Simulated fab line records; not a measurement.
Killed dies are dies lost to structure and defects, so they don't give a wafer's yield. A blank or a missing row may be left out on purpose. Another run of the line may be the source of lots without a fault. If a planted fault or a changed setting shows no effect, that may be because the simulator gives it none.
fab line records -- flow n5_finfet -- part 1 of 2: steps 1 to 23 of 35
record: lots: 5, wafers: 15, last_day: 17
route steps=1938 shown PAD_METAL@1893 PASSIVATION@1897
lots untouched by any fault: they come from a run of this same line in which no faults occurred
start_h: start of the lot's first displayed wafer, in hours after the record's first day -- wait_h: time in hours since the lot's previous step -- " same as the row above -- L1.1+2: several wafers, shown together as one row -- - no value present, or no start provided -- * or withheld: withheld -- < > ~ a bound
route shown NAME@n: names a module that has steps shown in the file, with the first one's number in the route -- usual: mean and standard deviation over wafers with no fault -- same: alike in all rows -- chamber/n: place in a boat -- sites: per-site readings -- _std_site: the values' standard deviation -- _edge_site: mean of outer sites minus mean of inner sites -- radius_mm: how far each site lies from the wafer's centre -- mask NAME#n: copy n -- behind: tool/chamber where the wafer was last shaped -- hold: what put the lot on hold/how long, in hours/how the hold closed -- device: the n, p or np transistor that did not switch -- end of line: tests of these same wafers at the route's end -- a step without rows: its recipe alone -- killed: count of dies lost to structure and defects at first sort (not the wafer's yield) -- map: a wafer's dies, x killed, . not, _ none there
set.NAME: the setting that was run; set.NAME@STEP: the one run at that earlier step -- model.NAME: the simulator's own value behind a step, which no gauge read
certain route steps with their lots: each step a table, each wafer a row
services: when a tool's chamber went out of use (start_h, in hours from the record's first day, below 0 if earlier), for how many hours, and the reason
== steps ==
step: N5_PASSIVATION_DEGAS_18
recipe: ambient: vacuum, temp_c: 300, time_s: 60
usual: heater_power_w: 458/50
same: time_s: 60
lot.wafer,tool,chamber,start_h,wait_h,heater_power_w
L086.1,pvd_sputter-03,-,348.27,0.2,559
L086.2,pvd_sputter-03,-,348.27,0.2,455
L086.5,pvd_sputter-03,-,348.27,0.2,461
L088.2,pvd_sputter-02,-,376.66,0.3,477
L088.3,pvd_sputter-02,-,376.66,0.3,461
L088.6,pvd_sputter-02,-,376.66,0.3,474
L093.1,pvd_sputter-03,-,393.30,0.3,466
L093.4,pvd_sputter-03,-,393.30,0.3,548
L093.6,pvd_sputter-03,-,393.30,0.3,458
L096.1,pvd_sputter-01,-,396.85,0.1,416
L096.4,pvd_sputter-01,-,396.85,0.1,518
L096.6,pvd_sputter-01,-,396.85,0.1,402
L094.2,pvd_sputter-02,-,403.45,0.1,460
L094.3,pvd_sputter-02,-,403.45,0.1,406
L094.6,pvd_sputter-02,-,403.45,0.1,469
step: N5_PASSIVATION_PRE_CLEAN_19
recipe: gas: H2/He, time_s: *, temp_c: *
usual: heater_power_w: 458/49
same: time_s: *
lot.wafer,tool,chamber,start_h,wait_h,heater_power_w
L086.1,pvd_sputter-03,-,348.31,0.0,565
L086.2,pvd_sputter-03,-,348.31,0.0,471
L086.5,pvd_sputter-03,-,348.31,0.0,459
L088.2,pvd_sputter-02,-,376.70,0.0,486
L088.3,pvd_sputter-02,-,376.70,0.0,454
L088.6,pvd_sputter-02,-,376.70,0.0,478
L093.1,pvd_sputter-03,-,393.34,0.0,459
L093.4,pvd_sputter-03,-,393.34,0.0,529
L093.6,pvd_sputter-03,-,393.34,0.0,457
L096.1,pvd_sputter-01,-,396.89,0.0,424
L096.4,pvd_sputter-01,-,396.89,0.0,503
L096.6,pvd_sputter-01,-,396.89,0.0,408
L094.2,pvd_sputter-02,-,403.49,0.0,444
L094.3,pvd_sputter-02,-,403.49,0.0,403
L094.6,pvd_sputter-02,-,403.49,0.0,462
step: N5_PASSIVATION_SPUTTER_20
recipe: material: TaN, target_thk_a: 500, temp_c: 25, chamber_pressure_pa: 0.4
usual: throttle_valve_pct: 30.4/0.91
lot.wafer,tool,chamber,start_h,wait_h,throttle_valve_pct
L086.1,pvd_sputter-03,-,348.35,0.0,29.3
L086.2,pvd_sputter-03,-,348.35,0.0,30.7
L086.5,pvd_sputter-03,-,348.35,0.0,30.8
L088.2,pvd_sputter-02,-,376.74,0.0,29.2
L088.3,pvd_sputter-02,-,376.74,0.0,32.4
L088.6,pvd_sputter-02,-,376.74,0.0,29.4
L093.1,pvd_sputter-03,-,393.38,0.0,30.6
L093.4,pvd_sputter-03,-,393.38,0.0,30.4
L093.6,pvd_sputter-03,-,393.38,0.0,31.0
L096.1,pvd_sputter-01,-,396.93,0.0,30.7
L096.4,pvd_sputter-01,-,396.93,0.0,29.5
L096.6,pvd_sputter-01,-,396.93,0.0,30.2
L094.2,pvd_sputter-02,-,403.53,0.0,32.5
L094.3,pvd_sputter-02,-,403.53,0.0,29.7
L094.6,pvd_sputter-02,-,403.53,0.0,29.3
step: N5_PASSIVATION_AL_DEP_21
recipe: material: Al, target_thk_a: 28000, temp_c: 400, time_s: 170, power_w: 30000, chamber_pressure_pa: 0.4, gas: Ar
usual: throttle_valve_pct: 30.4/0.9
same: time_s: 170
lot.wafer,tool,chamber,start_h,wait_h,throttle_valve_pct
L086.1,pvd_sputter-03,-,348.45,0.1,29.6
L086.2,pvd_sputter-03,-,348.45,0.1,30.7
L086.5,pvd_sputter-03,-,348.45,0.1,30.8
L088.2,pvd_sputter-02,-,376.84,0.1,29.5
L088.3,pvd_sputter-02,-,376.84,0.1,32.4
L088.6,pvd_sputter-02,-,376.84,0.1,29.3
L093.1,pvd_sputter-03,-,393.48,0.1,30.9
L093.4,pvd_sputter-03,-,393.48,0.1,30.3
L093.6,pvd_sputter-03,-,393.48,0.1,30.6
L096.1,pvd_sputter-01,-,397.03,0.1,30.7
L096.4,pvd_sputter-01,-,397.03,0.1,29.9
L096.6,pvd_sputter-01,-,397.03,0.1,30.6
L094.2,pvd_sputter-02,-,403.63,0.1,32.5
L094.3,pvd_sputter-02,-,403.63,0.1,29.5
L094.6,pvd_sputter-02,-,403.63,0.1,29.3
step: N5_PASSIVATION_HMDS_23
recipe: time_s: 60, temp_c: 120
usual: exhaust_pa: 45.0/0.93
same: time_s: 60
lot.wafer,tool,chamber,start_h,wait_h,exhaust_pa
L086.1,litho_track-03,0,348.63,0.1,44.4
L086.2,litho_track-03,0,348.63,0.1,44.0
L086.5,litho_track-03,0,348.63,0.1,44.1
L088.2,litho_track-01,0,377.03,0.1,46.8
L088.3,litho_track-01,0,377.03,0.1,46.9
L088.6,litho_track-01,0,377.03,0.1,45.8
L093.1,litho_track-04,0,393.67,0.1,46.6
L093.4,litho_track-04,0,393.67,0.1,44.9
L093.6,litho_track-04,0,393.67,0.1,45.4
L096.1,litho_track-04,0,397.22,0.1,45.9
L096.4,litho_track-04,0,397.22,0.1,46.2
L096.6,litho_track-04,0,397.22,0.1,46.0
L094.2,litho_track-03,0,403.82,0.1,44.4
L094.3,litho_track-03,0,403.82,0.1,42.6
L094.6,litho_track-03,0,403.82,0.1,43.7
step: N5_PASSIVATION_COAT_24
recipe: spin_rpm: 3000, resist_thk_nm: withheld
usual: exhaust_pa: 44.8/0.96
lot.wafer,tool,chamber,start_h,wait_h,exhaust_pa
L086.1,litho_track-03,0,-,-,46.8
L086.2,litho_track-03,0,-,-,46.7
L086.5,litho_track-03,0,-,-,46.9
L088.2,litho_track-01,0,-,-,43.6
L088.3,litho_track-01,0,-,-,44.0
L088.6,litho_track-01,0,-,-,44.4
L093.1,litho_track-04,0,-,-,43.5
L093.4,litho_track-04,0,-,-,43.2
L093.6,litho_track-04,0,-,-,45.1
L096.1,litho_track-04,0,-,-,44.7
L096.4,litho_track-04,0,-,-,46.6
L096.6,litho_track-04,0,-,-,45.7
L094.2,litho_track-03,0,-,-,44.4
L094.3,litho_track-03,0,-,-,44.6
L094.6,litho_track-03,0,-,-,44.6
step: N5_PASSIVATION_EBR_26
recipe: solvent: PGMEA, ebr_width_mm: 1.5
usual: exhaust_pa: 45.1/0.89
lot.wafer,tool,chamber,start_h,wait_h,exhaust_pa
L086.1,litho_track-03,0,-,-,45.5
L086.2,litho_track-03,0,-,-,45.6
L086.5,litho_track-03,0,-,-,43.9
L088.2,litho_track-01,0,-,-,44.2
L088.3,litho_track-01,0,-,-,43.8
L088.6,litho_track-01,0,-,-,44.2
L093.1,litho_track-04,0,-,-,43.9
L093.4,litho_track-04,0,-,-,45.0
L093.6,litho_track-04,0,-,-,44.3
L096.1,litho_track-04,0,-,-,45.3
L096.4,litho_track-04,0,-,-,46.8
L096.6,litho_track-04,0,-,-,43.5
L094.2,litho_track-03,0,-,-,43.8
L094.3,litho_track-03,0,-,-,43.3
L094.6,litho_track-03,0,-,-,43.5
step: N5_PASSIVATION_SOFTBAKE_25
recipe: temp_c: 100, time_s: 90
usual: exhaust_pa: 45.1/0.93
same: time_s: 90
lot.wafer,tool,chamber,start_h,wait_h,exhaust_pa
L086.1,litho_track-03,0,-,-,46.0
L086.2,litho_track-03,0,-,-,45.3
L086.5,litho_track-03,0,-,-,45.7
L088.2,litho_track-01,0,-,-,45.8
L088.3,litho_track-01,0,-,-,44.7
L088.6,litho_track-01,0,-,-,45.0
L093.1,litho_track-04,0,-,-,44.1
L093.4,litho_track-04,0,-,-,44.9
L093.6,litho_track-04,0,-,-,44.9
L096.1,litho_track-04,0,-,-,45.5
L096.4,litho_track-04,0,-,-,45.1
L096.6,litho_track-04,0,-,-,44.8
L094.2,litho_track-03,0,-,-,46.3
L094.3,litho_track-03,0,-,-,47.1
L094.6,litho_track-03,0,-,-,46.1
step: N5_PASSIVATION_EXPOSE_27
recipe: mask_id: PAD, na: 0.55, source_shape: conventional, sigma_outer: 0.8, polarization: unpolarized, defocus_nm: 0, dose_mj: 32.3
same: na: 0.55
lot.wafer,tool,chamber,start_h,wait_h,mask
L086.1+2+5,krf_scanner-02,0,348.74,-,PAD#0
L088.2+3+6,krf_scanner-01,0,377.26,-,PAD#0
L093.1+4+6,krf_scanner-02,0,393.90,-,PAD#0
L096.1+4+6,krf_scanner-02,0,397.33,-,PAD#0
L094.2+3+6,krf_scanner-01,0,404.08,-,PAD#0
step: N5_PASSIVATION_PEB_28
recipe: peb_temp_c: withheld, peb_time_s: *
usual: exhaust_pa: 44.9/0.85
lot.wafer,tool,chamber,start_h,wait_h,exhaust_pa
L086.1,litho_track-01,0,348.80,0.1,43.8
L086.2,litho_track-01,0,348.80,0.1,43.6
L086.5,litho_track-01,0,348.80,0.1,43.0
L088.2,litho_track-03,0,377.32,0.0,44.5
L088.3,litho_track-03,0,377.32,0.0,44.2
L088.6,litho_track-03,0,377.32,0.0,44.7
L093.1,litho_track-01,0,393.96,0.1,43.7
L093.4,litho_track-01,0,393.96,0.1,43.8
L093.6,litho_track-01,0,393.96,0.1,44.4
L096.1,litho_track-03,0,397.38,0.1,45.5
L096.4,litho_track-03,0,397.38,0.1,45.8
L096.6,litho_track-03,0,397.38,0.1,45.9
L094.2,litho_track-01,0,404.13,0.0,44.3
L094.3,litho_track-01,0,404.13,0.0,44.1
L094.6,litho_track-01,0,404.13,0.0,43.8
step: N5_PASSIVATION_DEVELOP_29
recipe: develop_time_s: 60, rinse_liquid: diw, dry: air_spin, dev_temp_c: 21
usual: exhaust_pa: 45.0/0.86
lot.wafer,tool,chamber,start_h,wait_h,exhaust_pa
L086.1,litho_track-01,0,-,-,44.9
L086.2,litho_track-01,0,-,-,44.5
L086.5,litho_track-01,0,-,-,44.6
L088.2,litho_track-03,0,-,-,44.0
L088.3,litho_track-03,0,-,-,44.6
L088.6,litho_track-03,0,-,-,46.0
L093.1,litho_track-01,0,-,-,43.5
L093.4,litho_track-01,0,-,-,45.1
L093.6,litho_track-01,0,-,-,44.6
L096.1,litho_track-03,0,-,-,44.8
L096.4,litho_track-03,0,-,-,44.6
L096.6,litho_track-03,0,-,-,46.2
L094.2,litho_track-01,0,-,-,46.1
L094.3,litho_track-01,0,-,-,45.5
L094.6,litho_track-01,0,-,-,44.0
step: N5_PASSIVATION_HARDBAKE_31
recipe: temp_c: 130, time_s: 120
usual: exhaust_pa: 44.9/0.98
same: time_s: 120
lot.wafer,tool,chamber,start_h,wait_h,exhaust_pa
L086.1,litho_track-01,0,-,-,46.8
L086.2,litho_track-01,0,-,-,46.4
L086.5,litho_track-01,0,-,-,46.7
L088.2,litho_track-03,0,-,-,45.1
L088.3,litho_track-03,0,-,-,44.4
L088.6,litho_track-03,0,-,-,44.6
L093.1,litho_track-01,0,-,-,45.2
L093.4,litho_track-01,0,-,-,43.4
L093.6,litho_track-01,0,-,-,44.7
L096.1,litho_track-03,0,-,-,45.7
L096.4,litho_track-03,0,-,-,46.3
L096.6,litho_track-03,0,-,-,46.2
L094.2,litho_track-01,0,-,-,44.1
L094.3,litho_track-01,0,-,-,44.1
L094.6,litho_track-01,0,-,-,44.1
step: N5_PASSIVATION_CD_MEAS_30
recipe: target_cd_nm: 4000, landing_energy_ev: 500, detector: se_inlens, polarity: opening
usual: cd_nm: 4000.5/2.5
lot.wafer,tool,chamber,start_h,wait_h,cd_nm
L086.1,cd_sem-03,0,348.92,-,3997.8
L086.2,cd_sem-03,0,348.92,-,3998.8
L086.5,cd_sem-03,0,348.92,-,3999.1
L088.2,cd_sem-03,0,377.44,-,4004.1
L088.3,cd_sem-03,0,377.44,-,4004.6
L088.6,cd_sem-03,0,377.44,-,4002.2
L093.1,cd_sem-03,0,394.08,-,3997.8
L093.4,cd_sem-03,0,394.08,-,3997.0
L093.6,cd_sem-03,0,394.08,-,3999.6
L096.1,cd_sem-01,0,397.50,-,4000.9
L096.4,cd_sem-01,0,397.50,-,3999.0
L096.6,cd_sem-01,0,397.50,-,3998.5
L094.2,cd_sem-03,0,404.25,-,3998.4
L094.3,cd_sem-03,0,404.25,-,4000.7
L094.6,cd_sem-03,0,404.25,-,3999.3
step: N5_PASSIVATION_OVL_MEAS_63
recipe: points_per_wafer: 44
usual: PAD_OVL: 4/4.6
lot.wafer,tool,chamber,start_h,wait_h,PAD_OVL[nm]
L086.1,overlay-01,0,348.95,0.0,8
L086.2,overlay-01,0,348.95,0.0,9
L086.5,overlay-01,0,348.95,0.0,6
L088.2,overlay-02,0,377.46,0.0,7
L088.3,overlay-02,0,377.46,0.0,11
L088.6,overlay-02,0,377.46,0.0,3
L093.1,overlay-01,0,394.11,0.0,8
L093.4,overlay-01,0,394.11,0.0,-1
L093.6,overlay-01,0,394.11,0.0,2
L096.1,overlay-02,0,397.53,0.0,8
L096.4,overlay-02,0,397.53,0.0,-1
L096.6,overlay-02,0,397.53,0.0,0
L094.2,overlay-01,0,404.28,0.0,5
L094.3,overlay-01,0,404.28,0.0,-2
L094.6,overlay-01,0,404.28,0.0,1
step: N5_PASSIVATION_INSPECT_64
recipe: mode: adi, inspect_instrument: macro
usual: raw_defect_count: 2.0/1.5
lot.wafer,tool,chamber,start_h,wait_h,raw_defect_count
L086.1,defect_inspect-01,-,348.97,0.0,1
L086.2,defect_inspect-01,-,348.97,0.0,1
L086.5,defect_inspect-01,-,348.97,0.0,5
L088.2,defect_inspect-02,-,377.49,0.0,1
L088.3,defect_inspect-02,-,377.49,0.0,3
L088.6,defect_inspect-02,-,377.49,0.0,2
L093.1,defect_inspect-02,-,394.13,0.0,1
L093.4,defect_inspect-02,-,394.13,0.0,0
L093.6,defect_inspect-02,-,394.13,0.0,1
L096.1,defect_inspect-01,-,397.56,0.0,0
L096.4,defect_inspect-01,-,397.56,0.0,3
L096.6,defect_inspect-01,-,397.56,0.0,2
L094.2,defect_inspect-02,-,404.31,0.0,2
L094.3,defect_inspect-02,-,404.31,0.0,1
L094.6,defect_inspect-02,-,404.31,0.0,2
step: N5_PASSIVATION_DESCUM_32
recipe: chemistry: O2, time_s: 7.9, source_power_w: 50, bias_power_w: 20, pressure_mtorr: 20, rf_frequency_hz: 2.712e+07, temp_c: 40, o2_flow_sccm: 225
usual: drypump_motor_current_A: 5.6/0.38, oes_product_au: 0.81/0.082, rf_vpp_V: 242.5/1.3, showerhead_plenum_p_Torr: 2.05/0.065, throttle_valve_pct: 20.26/0.21
same: time_s: 7.9
lot.wafer,tool,chamber,start_h,wait_h,drypump_motor_current_A,oes_product_au,rf_hours_counter_h,rf_vpp_V,showerhead_plenum_p_Torr,throttle_valve_pct
L086.1,rie_diel-04,2,349.05,0.1,5.5,0.76,123,241.5,2.02,20.26
L086.2,rie_diel-04,1,349.05,0.1,5.4,0.80,93,241.0,2.03,20.44
L086.5,rie_diel-04,3,349.05,0.1,4.9,0.71,-,241.4,1.97,20.39
L088.2,rie_diel-01,1,378.64,1.1,5.8,0.76,135,241.7,2.08,19.92
L088.3,rie_diel-01,2,378.64,1.1,5.9,0.82,83,243.5,2.03,20.23
L088.6,rie_diel-01,0,378.64,1.1,5.7,0.88,-,244.9,2.22,20.19
L093.1,rie_diel-01,0,394.17,0.0,5.7,0.87,37,244.0,2.22,20.17
L093.4,rie_diel-01,2,394.17,0.0,5.9,0.81,91,242.7,2.03,20.26
L093.6,rie_diel-01,0,394.17,0.0,5.7,0.87,-,244.2,2.22,20.20
L096.1,rie_diel-04,3,398.54,1.0,4.9,0.72,237,241.6,1.96,20.42
L096.4,rie_diel-04,2,398.54,1.0,5.5,0.76,143,241.7,2.01,20.27
L096.6,rie_diel-04,0,398.54,1.0,6.0,0.89,-,241.0,2.01,20.12
L094.2,rie_diel-04,1,405.66,1.4,5.4,0.79,121,241.9,2.02,20.47
L094.3,rie_diel-04,2,405.66,1.4,5.5,0.76,147,242.0,2.01,20.28
L094.6,rie_diel-04,0,405.66,1.4,6.1,0.88,-,243.3,2.01,20.13
step: N5_PASSIVATION_AL_ETCH_33
recipe: chemistry: Cl2/BCl3, target_depth_a: 28000, over_etch_frac: 0.15, Cl2_flow_sccm: 180, bcl3_flow_sccm: 60, target: Al, stop_on: TaN, time_s: 466.7, ion_energy_ev: 100, pressure_mtorr: 10, icp_w: 900, bias_w: 100
usual: drypump_motor_current_A: 5.7/0.44, oes_product_au: 0.74/0.058, throttle_valve_pct: 33.6/0.33
same: time_s: 466.7
lot.wafer,tool,chamber,start_h,wait_h,drypump_motor_current_A,oes_product_au,rf_hours_counter_h,throttle_valve_pct
L086.1,rie_metal-03,1,349.14,0.1,6.2,0.78,14,34.1
L086.2,rie_metal-03,0,349.14,0.1,6.2,0.82,11,33.6
L086.5,rie_metal-03,0,349.14,0.1,6.2,0.82,-,33.6
L088.2,rie_metal-01,1,378.73,0.1,5.2,0.68,56,34.1
L088.3,rie_metal-01,0,378.73,0.1,5.8,0.72,-,33.4
L088.6,rie_metal-01,1,378.73,0.1,5.3,0.68,-,34.1
L093.1,rie_metal-02,0,394.26,0.1,5.9,0.72,36,33.3
L093.4,rie_metal-02,0,394.26,0.1,5.9,0.70,-,33.4
L093.6,rie_metal-02,0,394.26,0.1,5.9,0.72,-,33.4
L096.1,rie_metal-01,0,398.63,0.1,5.7,0.72,41,33.4
L096.4,rie_metal-01,1,398.63,0.1,5.3,0.66,-,34.2
L096.6,rie_metal-01,1,398.63,0.1,5.3,0.67,-,34.1
L094.2,rie_metal-02,1,405.75,0.1,5.0,0.66,55,33.4
L094.3,rie_metal-02,1,405.75,0.1,5.0,0.66,-,33.4
L094.6,rie_metal-02,1,405.75,0.1,5.0,0.67,-,33.4
step: N5_PASSIVATION_ETCH_59
recipe: chemistry: Cl2/BCl3, target: TaN, target_depth_a: 650, time_s: 34.9, ion_energy_ev: 100, pressure_mtorr: 10, icp_w: 900, bias_w: 100, Cl2_flow_sccm: 60, bcl3_flow_sccm: 30
usual: drypump_motor_current_A: 5.7/0.44, oes_product_au: 0.82/0.068, throttle_valve_pct: 20.70/0.19
same: time_s: 34.9
lot.wafer,tool,chamber,start_h,wait_h,drypump_motor_current_A,oes_product_au,rf_hours_counter_h,throttle_valve_pct
L086.1,rie_metal-03,1,349.54,0.3,6.2,0.86,14,20.97
L086.2,rie_metal-03,0,349.54,0.3,6.2,0.93,11,20.66
L086.5,rie_metal-03,0,349.54,0.3,6.2,0.92,-,20.65
L088.2,rie_metal-01,1,379.13,0.3,5.3,0.76,56,20.94
L088.3,rie_metal-01,0,379.13,0.3,5.8,0.80,-,20.51
L088.6,rie_metal-01,1,379.13,0.3,5.3,0.76,-,20.96
L093.1,rie_metal-02,0,394.66,0.3,5.9,0.76,36,20.58
L093.4,rie_metal-02,0,394.66,0.3,5.9,0.76,-,20.55
L093.6,rie_metal-02,0,394.66,0.3,5.9,0.77,-,20.53
L096.1,rie_metal-01,0,399.03,0.3,5.8,0.79,41,20.51
L096.4,rie_metal-01,1,399.03,0.3,5.3,0.75,-,20.98
L096.6,rie_metal-01,1,399.03,0.3,5.3,0.75,-,20.96
L094.2,rie_metal-02,1,406.15,0.3,5.0,0.74,55,20.61
L094.3,rie_metal-02,1,406.15,0.3,5.0,0.74,-,20.62
L094.6,rie_metal-02,1,406.15,0.3,5.0,0.73,-,20.62
step: N5_PASSIVATION_STRIP_34
recipe: chemistry: O2, power_w: 600, temp_c: 60, pressure_mtorr: 30, rf_frequency_hz: 6e+07, bias_power_w: 0, overash_fraction: 2, o2_flow_sccm: 225
usual: drypump_motor_current_A: 5.5/0.42, oes_product_au: 0.80/0.076, rf_vpp_V: 3.3/1.5, showerhead_plenum_p_Torr: 2.05/0.056, throttle_valve_pct: 16.55/0.21
lot.wafer,tool,chamber,start_h,wait_h,drypump_motor_current_A,oes_product_au,rf_hours_counter_h,rf_vpp_V,showerhead_plenum_p_Torr,throttle_valve_pct
L086.1,rie_diel-03,2,349.66,0.1,5.6,0.82,89,4.2,2.10,16.12
L086.2,rie_diel-03,0,349.66,0.1,6.4,0.66,248,4.8,2.05,16.89
L086.5,rie_diel-03,1,349.66,0.1,5.1,0.80,-,2.2,2.12,16.58
L088.2,rie_diel-01,1,379.25,0.1,5.7,0.77,135,3.3,2.09,16.23
L088.3,rie_diel-01,2,379.25,0.1,5.9,0.81,83,2.7,2.04,16.52
L088.6,rie_diel-01,2,379.25,0.1,5.9,0.81,-,1.7,2.04,16.55
L093.1,rie_diel-04,2,394.78,0.1,5.5,0.77,141,2.1,2.02,16.57
L093.4,rie_diel-04,3,394.78,0.1,5.0,0.71,235,1.1,1.96,16.79
L093.6,rie_diel-04,3,394.78,0.1,4.9,0.73,-,2.4,1.96,16.73
L096.1,rie_diel-03,2,399.19,0.1,5.6,0.79,105,4.0,2.10,16.21
L096.4,rie_diel-03,1,399.19,0.1,5.1,0.77,81,3.7,2.11,16.56
L096.6,rie_diel-03,0,399.19,0.1,6.4,0.94,-,2.1,2.05,16.46
L094.2,rie_diel-03,3,406.32,0.1,5.4,0.86,51,4.4,2.05,16.85
L094.3,rie_diel-03,2,406.32,0.1,5.7,0.81,109,6.5,2.09,16.20
L094.6,rie_diel-03,2,406.32,0.1,5.6,0.81,-,3.3,2.09,16.25
step: N5_PASSIVATION_STRIP_51
recipe: chemistry: post_etch_residue_remover, time_s: 1200, temp_c: 72.5
usual: bath_heat_duty_pct: 14.5/1.6
same: time_s: 1200
lot.wafer,tool,chamber,start_h,wait_h,bath_heat_duty_pct
L086.1,wet_bench-02,0,349.72,-,14.7
L086.2,wet_bench-02,3,349.72,-,12.1
L086.5,wet_bench-02,5,349.72,-,16.2
L088.2,wet_bench-03,5,379.31,-,12.8
L088.3,wet_bench-03,0,379.31,-,13.5
L088.6,wet_bench-03,7,379.31,-,15.1
L093.1,wet_bench-05,5,394.85,-,13.4
L093.4,wet_bench-05,6,394.85,-,13.1
L093.6,wet_bench-05,1,394.85,-,16.9
L096.1,wet_bench-03,3,399.26,-,15.1
L096.4,wet_bench-03,5,399.26,-,14.5
L096.6,wet_bench-03,4,399.26,-,15.6
L094.2,wet_bench-05,2,406.39,-,14.2
L094.3,wet_bench-05,1,406.39,-,16.3
L094.6,wet_bench-05,0,406.39,-,17.8
step: N5_PASSIVATION_CLEAN_69
recipe: chemistry: IPA, time_s: 180, temp_c: 25
usual: bath_heat_duty_pct: 6.3/0.8
same: time_s: 180
lot.wafer,tool,chamber,start_h,wait_h,bath_heat_duty_pct
L086.1,wet_bench-02,0,350.09,0.0,6.4
L086.2,wet_bench-02,3,350.09,0.0,6.3
L086.5,wet_bench-02,5,350.09,0.0,6.9
L088.2,wet_bench-03,5,379.65,0.0,5.6
L088.3,wet_bench-03,0,379.65,0.0,4.8
L088.6,wet_bench-03,7,379.65,0.0,6.3
L093.1,wet_bench-05,5,395.18,0.0,6.5
L093.4,wet_bench-05,6,395.18,0.0,6.1
L093.6,wet_bench-05,1,395.18,0.0,8.3
L096.1,wet_bench-03,3,399.59,0.0,6.3
L096.4,wet_bench-03,5,399.59,0.0,5.1
L096.6,wet_bench-03,4,399.59,0.0,8.3
L094.2,wet_bench-05,2,406.72,0.0,5.9
L094.3,wet_bench-05,1,406.72,0.0,8.1
L094.6,wet_bench-05,0,406.72,0.0,6.2
step: N5_PASSIVATION_SRD_70
recipe: dry: ipa_marangoni, time_s: 30, temp_c: 23, rinse_liquid: diw
usual: bath_heat_duty_pct: 3.7/0.49
same: time_s: 30
lot.wafer,tool,chamber,start_h,wait_h,bath_heat_duty_pct
L086.1,wet_bench-02,0,350.14,0.0,3.3
L086.2,wet_bench-02,3,350.14,0.0,3.4
L086.5,wet_bench-02,5,350.14,0.0,5.1
L088.2,wet_bench-03,5,379.70,0.0,4.2
L088.3,wet_bench-03,0,379.70,0.0,4.0
L088.6,wet_bench-03,7,379.70,0.0,3.2
L093.1,wet_bench-05,5,395.24,0.0,3.7
L093.4,wet_bench-05,6,395.24,0.0,3.7
L093.6,wet_bench-05,1,395.24,0.0,3.7
L096.1,wet_bench-03,3,399.65,0.0,3.4
L096.4,wet_bench-03,5,399.65,0.0,4.3
L096.6,wet_bench-03,4,399.65,0.0,4.0
L094.2,wet_bench-05,2,406.78,0.0,3.4
L094.3,wet_bench-05,1,406.78,0.0,4.0
L094.6,wet_bench-05,0,406.78,0.0,3.7
step: N5_PASSIVATION_PECVD_53
recipe: material: SiO2, target_thk_a: 8000, temp_c: 400, precursor: TEOS/O2, pressure_torr: 6.5, rf_w: withheld, teos_flow_sccm: withheld, gas: O2, flow_sccm: 2650, time_s: 169.4
same: time_s: 169.4
lot.wafer,tool,chamber,start_h,wait_h
L086.1+2+5,pecvd-03,"2,1,2",350.20,0.0
L088.2+3+6,pecvd-02,"2,0,1",379.75,0.0
L093.1+4+6,pecvd-03,"1,0,1",395.28,0.0
L096.1+4+6,pecvd-04,"0,0,2",399.69,0.0
L094.2+3+6,pecvd-04,"2,0,2",406.82,0.0
